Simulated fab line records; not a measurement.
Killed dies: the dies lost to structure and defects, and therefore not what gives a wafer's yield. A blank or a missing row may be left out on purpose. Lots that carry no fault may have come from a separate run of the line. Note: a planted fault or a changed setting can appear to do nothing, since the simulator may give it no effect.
fab line records	flow n5-finfet
record: lots: 24	wafers: 72	last-day: 19
route steps=1938 shown BEOL_M8@1390 BEOL_M9@1434
lots that met no fault: from a run of the same line without faults
start-h: start of the lot's first displayed wafer, in hours after the record's first day	wait-h: hours since the lot's step before	" as in the row above	L1.1+2: a row that stands for several wafers	- no value present, or no start provided	* or withheld: withheld	< > ~ a bound
route shown NAME@n: names a module that has steps shown in the file, with the first one's number in the route	usual: the fault-free wafers' mean and standard deviation	same: alike in all rows	chamber/n: place in a boat	sites: readings site by site	_std_site: the standard deviation of these	_edge_site: mean of outer sites minus mean of inner sites	radius-mm: for every site, how far away it sits from the centre of the wafer	mask NAME#n: copy n	behind: tool/chamber where the wafer was last shaped	hold: what put the lot on hold/how long, in hours/how the hold closed	device: names the non-switching transistor (n, p or np)	end of line: tests run on the same wafers once the route is complete	a step with no rows: only its recipe	killed: count of dies lost to structure and defects at first sort (not the wafer's yield)	map: the dies of a wafer, with x for killed, . for not killed, _ for no die there
set.NAME: setting as actually run; set.NAME@STEP: the setting as run at that earlier step	model.NAME: the simulator's own value behind a step, which no gauge read
route steps across a sampled set of lots; one table per step, one row per wafer
services: from which hour (start-h, from the record's first day; less than 0 if before it) a tool's chamber was out of use, for how many hours, and why
== steps ==
step: N5_BEOL_M8_SURFACE_TREAT_79
recipe: gas: Ar	time-s: *	ion-energy-ev: *	ion-current-ma-cm2: 0.5	pressure-mtorr: *	ar-flow-sccm: 30
usual: throttle-valve-pct: *
lot.wafer	tool	chamber	start-h	wait-h	throttle-valve-pct
L076.2	pvd-sputter-03	-	215.48	0.2	*
L076.5	"	-	"	"	*
L076.6	"	-	"	"	*
L074.2	pvd-sputter-03	-	216.14	0.4	*
L074.3	"	-	"	"	*
L074.6	"	-	"	"	*
L075.1	pvd-sputter-03	-	223.54	0.2	*
L075.2	"	-	"	"	*
L075.5	"	-	"	"	*
L077.1	pvd-sputter-01	-	242.45	0.2	*
L077.5	"	-	"	"	*
L077.6	"	-	"	"	*
L078.1	pvd-sputter-01	-	244.41	0.3	*
L078.3	"	-	"	"	*
L078.6	"	-	"	"	*
L079.3	pvd-sputter-02	-	246.42	0.7	*
L079.4	"	-	"	"	*
L079.6	"	-	"	"	*
L080.3	pvd-sputter-01	-	252.46	0.2	*
L080.4	"	-	"	"	*
L080.5	"	-	"	"	*
L081.2	pvd-sputter-01	-	252.62	0.2	*
L081.4	"	-	"	"	*
L081.5	"	-	"	"	*
L082.1	pvd-sputter-02	-	253.41	0.2	*
L082.2	"	-	"	"	*
L082.5	"	-	"	"	*
L083.3	pvd-sputter-03	-	264.33	0.2	*
L083.5	"	-	"	"	*
L083.6	"	-	"	"	*
L085.3	pvd-sputter-03	-	267.71	1.8	*
L085.4	"	-	"	"	*
L085.5	"	-	"	"	*
L084.2	pvd-sputter-02	-	270.66	0.2	*
L084.4	"	-	"	"	*
L084.6	"	-	"	"	*
L087.1	pvd-sputter-02	-	293.33	0.2	*
L087.2	"	-	"	"	*
L087.3	"	-	"	"	*
L089.1	pvd-sputter-03	-	306.76	1.7	*
L089.2	"	-	"	"	*
L089.3	"	-	"	"	*
L088.1	pvd-sputter-02	-	308.22	0.2	*
L088.4	"	-	"	"	*
L088.6	"	-	"	"	*
L086.3	pvd-sputter-02	-	308.34	0.2	*
L086.4	"	-	"	"	*
L086.6	"	-	"	"	*
L090.3	pvd-sputter-03	-	318.10	0.4	*
L090.4	"	-	"	"	*
L090.6	"	-	"	"	*
L091.2	pvd-sputter-02	-	342.00	0.2	*
L091.4	"	-	"	"	*
L091.6	"	-	"	"	*
L093.1	pvd-sputter-03	-	344.22	0.2	*
L093.5	"	-	"	"	*
L093.6	"	-	"	"	*
L092.4	pvd-sputter-02	-	348.92	0.2	*
L092.5	"	-	"	"	*
L092.6	"	-	"	"	*
L094.2	pvd-sputter-02	-	349.26	0.3	*
L094.3	"	-	"	"	*
L094.6	"	-	"	"	*
L096.1	pvd-sputter-03	-	370.33	0.2	*
L096.3	"	-	"	"	*
L096.5	"	-	"	"	*
L095.2	pvd-sputter-03	-	370.53	0.2	*
L095.3	"	-	"	"	*
L095.4	"	-	"	"	*
L097.1	pvd-sputter-02	-	374.99	0.2	*
L097.2	"	-	"	"	*
L097.3	"	-	"	"	*
step: N5_BEOL_M8_RS_MEAS_57
recipe: thk-meas-gauge: four-point-probe	reads: Cu_of_BEOL_M8_ECD_50+Co_of_BEOL_M8_CVD_78+TaN_of_BEOL_M8_ALD_77
usual: M8_RS: 0.282/0.0083
lot.wafer	tool	chamber	start-h	wait-h	M8_RS[ohm/sq]
L076.2	film-metro-01	-	217.24	0.1	0.270
L076.5	"	-	"	"	0.294
L076.6	"	-	"	"	0.286
L074.2	film-metro-02	-	217.71	0.1	0.281
L074.3	"	-	"	"	0.282
L074.6	"	-	"	"	0.283
L075.1	film-metro-02	-	224.73	0.1	0.280
L075.2	"	-	"	"	0.295
L075.5	"	-	"	"	0.285
L077.1	film-metro-02	-	243.75	0.1	0.278
L077.5	"	-	"	"	0.293
L077.6	"	-	"	"	0.280
L078.1	film-metro-01	-	246.38	0.1	0.277
L078.3	"	-	"	"	0.281
L078.6	"	-	"	"	0.283
L079.3	film-metro-01	-	247.58	0.1	0.281
L079.4	"	-	"	"	0.279
L079.6	"	-	"	"	0.275
L081.2	film-metro-02	-	254.34	0.1	0.282
L081.4	"	-	"	"	0.282
L081.5	"	-	"	"	0.275
L080.3	film-metro-01	-	254.48	0.1	0.279
L080.4	"	-	"	"	0.278
L080.5	"	-	"	"	0.276
L082.1	film-metro-02	-	256.46	0.1	0.280
L082.2	"	-	"	"	0.300
L082.5	"	-	"	"	0.281
L083.3	film-metro-01	-	265.56	0.1	0.282
L083.5	"	-	"	"	0.282
L083.6	"	-	"	"	0.280
L085.3	film-metro-02	-	268.82	0.1	0.282
L085.4	"	-	"	"	0.284
L085.5	"	-	"	"	0.279
L084.2	film-metro-01	-	271.99	0.1	0.280
L084.4	"	-	"	"	0.286
L084.6	"	-	"	"	0.287
L087.1	film-metro-02	-	294.75	0.1	0.281
L087.2	"	-	"	"	0.287
L087.3	"	-	"	"	0.279
L089.1	film-metro-02	-	307.88	0.1	0.267
L089.2	"	-	"	"	0.286
L089.3	"	-	"	"	0.286
L088.1	film-metro-02	-	309.38	0.1	0.277
L088.4	"	-	"	"	0.279
L088.6	"	-	"	"	0.282
L086.3	film-metro-01	-	309.65	0.1	0.300
L086.4	"	-	"	"	0.287
L086.6	"	-	"	"	0.282
L090.3	film-metro-01	-	319.94	0.1	0.284
L090.4	"	-	"	"	0.273
L090.6	"	-	"	"	0.272
L091.2	film-metro-02	-	343.50	0.1	0.289
L091.4	"	-	"	"	0.277
L091.6	"	-	"	"	0.272
L093.1	film-metro-02	-	345.63	0.1	0.270
L093.5	"	-	"	"	0.274
L093.6	"	-	"	"	0.272
L092.4	film-metro-02	-	352.67	0.0	0.269
L092.5	"	-	"	"	0.276
L092.6	"	-	"	"	0.268
L094.2	film-metro-01	-	352.94	0.1	0.267
L094.3	"	-	"	"	0.293
L094.6	"	-	"	"	0.267
L096.1	film-metro-01	-	371.50	0.1	0.278
L096.3	"	-	"	"	0.286
L096.5	"	-	"	"	0.283
L095.2	film-metro-02	-	371.94	0.1	0.304
L095.3	"	-	"	"	0.275
L095.4	"	-	"	"	0.277
L097.1	film-metro-02	-	376.37	0.1	0.287
L097.2	"	-	"	"	0.280
L097.3	"	-	"	"	0.291
step: N5_BEOL_M8_INSPECT_58
recipe: inspect-instrument: darkfield	mode: post-dep
usual: raw-defect-count: 68/19
lot.wafer	tool	chamber	start-h	wait-h	raw-defect-count
L076.2	defect-inspect-02	-	217.26	0.0	64
L076.5	"	-	"	"	77
L076.6	"	-	"	"	54
L074.2	defect-inspect-02	-	217.74	0.0	51
L074.3	"	-	"	"	57
L074.6	"	-	"	"	59
L075.1	defect-inspect-02	-	224.75	0.0	56
L075.2	"	-	"	"	60
L075.5	"	-	"	"	75
L077.1	defect-inspect-02	-	243.78	0.0	72
L077.5	"	-	"	"	47
L077.6	"	-	"	"	59
L078.1	defect-inspect-02	-	246.40	0.0	70
L078.3	"	-	"	"	106
L078.6	"	-	"	"	76
L079.3	defect-inspect-01	-	247.60	0.0	104
L079.4	"	-	"	"	71
L079.6	"	-	"	"	121
L081.2	defect-inspect-02	-	254.36	0.0	120
L081.4	"	-	"	"	96
L081.5	"	-	"	"	48
L080.3	defect-inspect-02	-	254.51	0.0	78
L080.4	"	-	"	"	61
L080.5	"	-	"	"	72
L082.1	defect-inspect-02	-	256.48	0.0	49
L082.2	"	-	"	"	59
L082.5	"	-	"	"	52
L083.3	defect-inspect-02	-	265.59	0.0	61
L083.5	"	-	"	"	63
L083.6	"	-	"	"	119
L085.3	defect-inspect-01	-	268.85	0.0	32
L085.4	"	-	"	"	89
L085.5	"	-	"	"	73
L084.2	defect-inspect-01	-	272.01	0.0	61
L084.4	"	-	"	"	33
L084.6	"	-	"	"	50
L087.1	defect-inspect-01	-	294.77	0.0	64
L087.2	"	-	"	"	61
L087.3	"	-	"	"	52
L089.1	defect-inspect-02	-	307.91	0.0	91
L089.2	"	-	"	"	74
L089.3	"	-	"	"	79
L088.1	defect-inspect-01	-	309.41	0.0	59
L088.4	"	-	"	"	61
L088.6	"	-	"	"	39
L086.3	defect-inspect-02	-	309.68	0.0	95
L086.4	"	-	"	"	51
L086.6	"	-	"	"	81
L090.3	defect-inspect-01	-	319.97	0.0	66
L090.4	"	-	"	"	63
L090.6	"	-	"	"	52
L091.2	defect-inspect-02	-	343.52	0.0	70
L091.4	"	-	"	"	86
L091.6	"	-	"	"	122
L093.1	defect-inspect-01	-	345.65	0.0	51
L093.5	"	-	"	"	47
L093.6	"	-	"	"	65
L092.4	defect-inspect-02	-	352.69	0.0	89
L092.5	"	-	"	"	77
L092.6	"	-	"	"	66
L094.2	defect-inspect-01	-	352.96	0.0	89
L094.3	"	-	"	"	62
L094.6	"	-	"	"	58
L096.1	defect-inspect-02	-	371.53	0.0	38
L096.3	"	-	"	"	55
L096.5	"	-	"	"	80
L095.2	defect-inspect-01	-	371.97	0.0	62
L095.3	"	-	"	"	91
L095.4	"	-	"	"	69
L097.1	defect-inspect-02	-	376.40	0.0	57
L097.2	"	-	"	"	64
L097.3	"	-	"	"	82
step: N5_BEOL_M9_CD_MEAS_28
recipe: target-cd-nm: 70	landing-energy-ev: 500	detector: se-inlens	polarity: opening
usual: cd-nm: 69.97/0.24
lot.wafer	tool	chamber	start-h	wait-h	cd-nm
L076.2	cd-sem-02	0	223.08	-	70.08
L076.5	"	0	"	"	69.82
L076.6	"	0	"	"	70.25
L074.2	cd-sem-02	0	223.25	-	69.91
L074.3	"	0	"	"	70.25
L074.6	"	0	"	"	70.05
L075.1	cd-sem-02	0	228.80	-	70.13
L075.2	"	0	"	"	69.79
L075.5	"	0	"	"	69.82
L077.1	cd-sem-02	0	246.75	-	69.99
L077.5	"	0	"	"	70.00
L077.6	"	0	"	"	69.59
L078.1	cd-sem-01	0	250.03	-	69.94
L078.3	"	0	"	"	69.96
L078.6	"	0	"	"	70.13
L079.3	cd-sem-01	0	250.20	-	69.87
L079.4	"	0	"	"	69.46
L079.6	"	0	"	"	69.55
L081.2	cd-sem-01	0	256.96	-	70.10
L081.4	"	0	"	"	70.01
L081.5	"	0	"	"	69.89
L080.3	cd-sem-01	0	257.25	-	69.69
L080.4	"	0	"	"	70.24
L080.5	"	0	"	"	69.96
L082.1	cd-sem-03	0	259.51	-	69.70
L082.2	"	0	"	"	69.90
L082.5	"	0	"	"	70.02
L083.3	cd-sem-01	0	269.31	-	69.84
L083.5	"	0	"	"	69.62
L083.6	"	0	"	"	70.15
L085.3	cd-sem-01	0	272.72	-	70.41
L085.4	"	0	"	"	70.04
L085.5	"	0	"	"	70.08
L084.2	cd-sem-03	0	280.19	-	69.78
L084.4	"	0	"	"	69.78
L084.6	"	0	"	"	69.66
L087.1	cd-sem-03	0	299.79	-	70.16
L087.2	"	0	"	"	70.19
L087.3	"	0	"	"	69.78
L089.1	cd-sem-02	0	311.39	-	70.25
L089.2	"	0	"	"	70.54
L089.3	"	0	"	"	70.19
L088.1	cd-sem-02	0	314.74	-	69.91
L088.4	"	0	"	"	70.07
L088.6	"	0	"	"	69.80
L086.3	cd-sem-03	0	314.91	-	70.12
L086.4	"	0	"	"	70.13
L086.6	"	0	"	"	69.83
L090.3	cd-sem-01	0	323.59	-	69.83
L090.4	"	0	"	"	69.93
L090.6	"	0	"	"	70.22
L093.1	cd-sem-02	0	350.91	-	70.17
L093.5	"	0	"	"	70.21
L093.6	"	0	"	"	70.09
L091.2	cd-sem-02	0	351.08	-	69.61
L091.4	"	0	"	"	69.81
L091.6	"	0	"	"	70.41
L092.4	cd-sem-03	0	355.88	-	70.09
L092.5	"	0	"	"	70.19
L092.6	"	0	"	"	69.85
L094.2	cd-sem-03	0	357.91	-	69.78
L094.3	"	0	"	"	70.37
L094.6	"	0	"	"	69.96
L095.2	cd-sem-02	0	379.68	-	70.01
L095.3	"	0	"	"	70.22
L095.4	"	0	"	"	69.85
L096.1	cd-sem-03	0	379.72	-	69.65
L096.3	"	0	"	"	70.18
L096.5	"	0	"	"	69.76
L097.1	cd-sem-02	0	381.68	-	69.99
L097.2	"	0	"	"	69.87
L097.3	"	0	"	"	69.84
step: N5_BEOL_M9_INSPECT_30
recipe: mode: adi	inspect-instrument: brightfield
usual: raw-defect-count: 404/100
lot.wafer	tool	chamber	start-h	wait-h	raw-defect-count
L076.2	defect-inspect-02	-	223.17	0.0	314
L076.5	"	-	"	"	451
L076.6	"	-	"	"	353
L074.2	defect-inspect-02	-	223.33	0.0	362
L074.3	"	-	"	"	370
L074.6	"	-	"	"	430
L075.1	defect-inspect-02	-	228.88	0.1	399
L075.2	"	-	"	"	351
L075.5	"	-	"	"	453
L077.1	defect-inspect-02	-	246.84	0.1	377
L077.5	"	-	"	"	250
L077.6	"	-	"	"	374
L078.1	defect-inspect-01	-	250.12	0.1	614
L078.3	"	-	"	"	592
L078.6	"	-	"	"	485
L079.3	defect-inspect-01	-	250.29	0.0	426
L079.4	"	-	"	"	520
L079.6	"	-	"	"	480
L081.2	defect-inspect-02	-	257.05	0.0	685
L081.4	"	-	"	"	492
L081.5	"	-	"	"	409
L080.3	defect-inspect-01	-	257.34	0.0	376
L080.4	"	-	"	"	432
L080.5	"	-	"	"	327
L082.1	defect-inspect-02	-	259.60	0.1	365
L082.2	"	-	"	"	433
L082.5	"	-	"	"	379
L083.3	defect-inspect-02	-	269.40	0.0	545
L083.5	"	-	"	"	461
L083.6	"	-	"	"	576
L085.3	defect-inspect-01	-	272.81	0.0	407
L085.4	"	-	"	"	338
L085.5	"	-	"	"	332
L084.2	defect-inspect-01	-	280.28	0.0	455
L084.4	"	-	"	"	320
L084.6	"	-	"	"	352
L087.1	defect-inspect-01	-	299.88	0.1	434
L087.2	"	-	"	"	233
L087.3	"	-	"	"	525
L089.1	defect-inspect-02	-	311.48	0.1	454
L089.2	"	-	"	"	422
L089.3	"	-	"	"	401
L088.1	defect-inspect-01	-	314.83	0.1	516
L088.4	"	-	"	"	499
L088.6	"	-	"	"	345
L086.3	defect-inspect-02	-	314.99	0.0	561
L086.4	"	-	"	"	289
L086.6	"	-	"	"	450
L090.3	defect-inspect-01	-	323.68	0.0	292
L090.4	"	-	"	"	348
L090.6	"	-	"	"	320
L093.1	defect-inspect-01	-	351.00	0.1	234
L093.5	"	-	"	"	369
L093.6	"	-	"	"	283
L091.2	defect-inspect-01	-	351.17	0.0	476
L091.4	"	-	"	"	385
L091.6	"	-	"	"	549
L092.4	defect-inspect-01	-	355.97	0.0	453
L092.5	"	-	"	"	332
L092.6	"	-	"	"	374
L094.2	defect-inspect-01	-	358.00	0.0	362
L094.3	"	-	"	"	322
L094.6	"	-	"	"	272
L095.2	defect-inspect-01	-	379.77	0.0	507
L095.3	"	-	"	"	441
L095.4	"	-	"	"	370
L096.1	defect-inspect-01	-	379.81	0.1	267
L096.3	"	-	"	"	327
L096.5	"	-	"	"	406
L097.1	defect-inspect-02	-	381.77	0.1	520
L097.2	"	-	"	"	340
L097.3	"	-	"	"	475
step: N5_BEOL_M9_PRE_CLEAN_45
recipe: gas: H2/He	time-s: 30	temp-c: 250
usual: heater-power-w: 333/31
lot.wafer	tool	chamber	start-h	wait-h	heater-power-w
L076.2	pvd-sputter-03	-	224.32	0.0	294
L076.5	"	-	"	"	301
L076.6	"	-	"	"	335
L074.2	pvd-sputter-01	-	225.02	0.0	357
L074.3	"	-	"	"	376
L074.6	"	-	"	"	350
L075.1	pvd-sputter-03	-	236.35	0.0	292
L075.2	"	-	"	"	296
L075.5	"	-	"	"	374
L077.1	pvd-sputter-01	-	248.61	0.0	340
L077.5	"	-	"	"	282
L077.6	"	-	"	"	350
L078.1	pvd-sputter-01	-	251.17	0.0	382
L078.3	"	-	"	"	282
L078.6	"	-	"	"	374
L079.3	pvd-sputter-01	-	251.34	0.0	343
L079.4	"	-	"	"	378
L079.6	"	-	"	"	283
L081.2	pvd-sputter-01	-	258.23	0.0	366
L081.4	"	-	"	"	283
L081.5	"	-	"	"	338
L080.3	pvd-sputter-01	-	258.73	0.0	368
L080.4	"	-	"	"	343
L080.5	"	-	"	"	381
L082.1	pvd-sputter-01	-	260.79	0.0	284
L082.2	"	-	"	"	347
L082.5	"	-	"	"	374
L083.3	pvd-sputter-02	-	271.18	0.0	326
L083.5	"	-	"	"	369
L083.6	"	-	"	"	321
L085.3	pvd-sputter-02	-	278.81	0.0	364
L085.4	"	-	"	"	324
L085.5	"	-	"	"	324
L084.2	pvd-sputter-02	-	281.95	0.0	324
L084.4	"	-	"	"	323
L084.6	"	-	"	"	316
L087.1	pvd-sputter-03	-	301.28	0.0	293
L087.2	"	-	"	"	389
L087.3	"	-	"	"	332
L089.1	pvd-sputter-03	-	312.62	0.0	297
L089.2	"	-	"	"	283
L089.3	"	-	"	"	380
L088.1	pvd-sputter-03	-	317.24	0.0	296
L088.4	"	-	"	"	292
L088.6	"	-	"	"	289
L086.3	pvd-sputter-03	-	317.32	0.0	381
L086.4	"	-	"	"	342
L086.6	"	-	"	"	300
L090.3	pvd-sputter-03	-	324.87	0.0	302
L090.4	"	-	"	"	388
L090.6	"	-	"	"	386
L093.1	pvd-sputter-02	-	352.34	0.0	373
L093.5	"	-	"	"	325
L093.6	"	-	"	"	360
L091.2	pvd-sputter-02	-	353.06	0.0	326
L091.4	"	-	"	"	370
L091.6	"	-	"	"	359
L092.4	pvd-sputter-02	-	357.34	0.0	326
L092.5	"	-	"	"	330
L092.6	"	-	"	"	323
L094.2	pvd-sputter-01	-	360.24	0.0	344
L094.3	"	-	"	"	336
L094.6	"	-	"	"	354
L095.2	pvd-sputter-03	-	380.84	0.0	298
L095.3	"	-	"	"	301
L095.4	"	-	"	"	330
L096.1	pvd-sputter-03	-	380.92	0.0	394
L096.3	"	-	"	"	327
L096.5	"	-	"	"	289
L097.1	pvd-sputter-02	-	383.56	0.0	327
L097.2	"	-	"	"	332
L097.3	"	-	"	"	315
== services ==
tool	chamber	start-h	hours	kind
pvd-sputter-03	-	294.50	0.8	repair
pvd-sputter-03	-	376.74	2.5	repair
== key ==
fault none
